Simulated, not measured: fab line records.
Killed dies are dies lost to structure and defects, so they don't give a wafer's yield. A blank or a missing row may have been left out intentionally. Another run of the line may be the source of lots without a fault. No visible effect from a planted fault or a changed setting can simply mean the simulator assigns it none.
A lot that was struck, set against a sound lot / flow nand-harc / 15 steps out of a route of 1302
Sound: wafers L591.3, L591.4, L591.5. Struck: wafer L602.2. (L602.5 of the same lot was not struck and is left out.) The cause comes at the end.
For every step that has rows: the tool of each side, followed by ch and its chambers, followed by its first start. Under that, the readings that differ: sound wafers / struck wafers / difference of the means / sigmas: that difference in standard deviations of wafers without a fault.
alike: readings whose means differ by less than 2 such deviations, and words and numbers that are the same on both sides. not compared: withheld readings, readings that some wafer has no value for, bounds like >300 that may hide the same value, and numbers for which the record gives no deviation and whose values overlap.
Wherever a step has rows on one side only, a row that says differs or no value, or a row with sigmas, the two part there. Numbers that have no deviation but don't overlap get no sigmas and don't part them. A reading that every wafer of one side lacks parts them only if that side has two wafers or more.

NHARC_A_CONTACT_DESCUM_13: chemistry O2, time 3 s.
  sound on rie-diel-11 ch 0,2,3, day 22 21:54; struck on rie-diel-11 ch 3, day 28 09:31
  alike: chamber-pressure-mTorr, drypump-motor-current-A, oes-product-au, rf-vpp-V, showerhead-plenum-p-Torr, throttle-valve-pct
  not compared: rf-hours-counter-h
then, 1 step without rows for these wafers: NHARC_A_CONTACT_ETCH_88 (etches the open film in CF4, target depth 39 nm, time 65 s).
NHARC_A_CONTACT_ETCH_89: etches the open film in N2/H2, target depth 260 nm, time 475.3 s.
  sound on rie-diel-11 ch 2,3; struck on rie-diel-11 ch 2
  alike: chamber-pressure-mTorr, drypump-motor-current-A, oes-product-au, rf-vpp-V, showerhead-plenum-p-Torr, throttle-valve-pct
  not compared: rf-hours-counter-h
then, 2 steps without rows for these wafers: NHARC_A_CONTACT_ETCH_30 (etches the open film in CF4/CHF3, target depth 72.6 nm, time 36.3 s); NHARC_A_CONTACT_ETCH_31 (etches the open film in O2/COS, target depth 2800 nm, time 728 s).
NHARC_A_CONTACT_ETCH_134: etches the open film in C4F8/O2/Ar, time 140 s, target depth 700 nm.
  sound on har-cap-etch-02 ch 0,1, day 22 23:05; struck on har-cap-etch-03 ch 1, day 28 10:40
reading=rf-hours-counter-h (h); sound=- - -; struck=66; difference=no value on the sound wafers; sigmas=
  alike: chamber-pressure-mTorr
then, 2 steps without rows for these wafers: NHARC_A_CONTACT_ETCH_135 (etches the open film in C4F8/O2/Ar, time 311 s, target depth 1912 nm); NHARC_A_CONTACT_ETCH_136 (etches the open film in C4F8/O2/Ar, time 311 s, target depth 1912 nm).
NHARC_A_CONTACT_ETCH_137: etches the open film in C4F8/O2/Ar, time 311 s, target depth 1912 nm.
  sound on har-cap-etch-02 ch 0,1, day 22 23:52; struck on har-cap-etch-03 ch 1, day 28 11:26
reading=rf-hours-counter-h (h); sound=- - -; struck=67; difference=no value on the sound wafers; sigmas=
  alike: chamber-pressure-mTorr
then, 1 step without rows for these wafers: NHARC_A_CONTACT_ETCH_138 (etches the open film in C4F8/O2/Ar, time 311 s, target depth 1914 nm).
NHARC_A_CONTACT_ETCH_139: etches the open film in C4F8/O2/Ar, time 195 s, target depth 840 nm.
  sound on har-cap-etch-02 ch 0,1, day 23 00:24; struck on har-cap-etch-03 ch 1, day 28 11:59
reading=rf-hours-counter-h (h); sound=- - -; struck=68; difference=no value on the sound wafers; sigmas=
  alike: chamber-pressure-mTorr
then, 1 step without rows for these wafers: NHARC_A_CONTACT_ETCH_92 (etches the open film in CH3F/O2, target depth 40 nm, time 85.7 s).
NHARC_A_CONTACT_ETCH_98: etches the open film in C4F6/O2, target depth 20 nm, time 10 s.
  sound on rie-diel-09 ch 2,3, day 23 01:01; struck on rie-diel-11 ch 2, day 28 12:38
reading=oes-product-au (a.u.); sound=1.011 0.985 1.003; struck=0.761; difference=-0.239; sigmas=-10
reading=showerhead-plenum-p-Torr (Torr); sound=3.69 3.90 3.69; struck=3.99; difference=+0.23; sigmas=+2
  alike: chamber-pressure-mTorr, drypump-motor-current-A, rf-vpp-V, throttle-valve-pct
  not compared: rf-hours-counter-h
NHARC_A_CONTACT_CD_MEAS_15:
  sound on cd-sem-02, day 23 01:07; struck on cd-sem-03, day 28 12:43
  alike: cd-nm
following that, these wafers have no rows for 1 step: NHARC_END_SORT_01.

WHERE THEY PART
Earliest at NHARC_A_CONTACT_ETCH_134; latest, in this record, at NHARC_A_CONTACT_ETCH_98. Later steps at which nothing parts them and some readings are alike: NHARC_A_CONTACT_CD_MEAS_15.

WHY: the cause the simulator had injected
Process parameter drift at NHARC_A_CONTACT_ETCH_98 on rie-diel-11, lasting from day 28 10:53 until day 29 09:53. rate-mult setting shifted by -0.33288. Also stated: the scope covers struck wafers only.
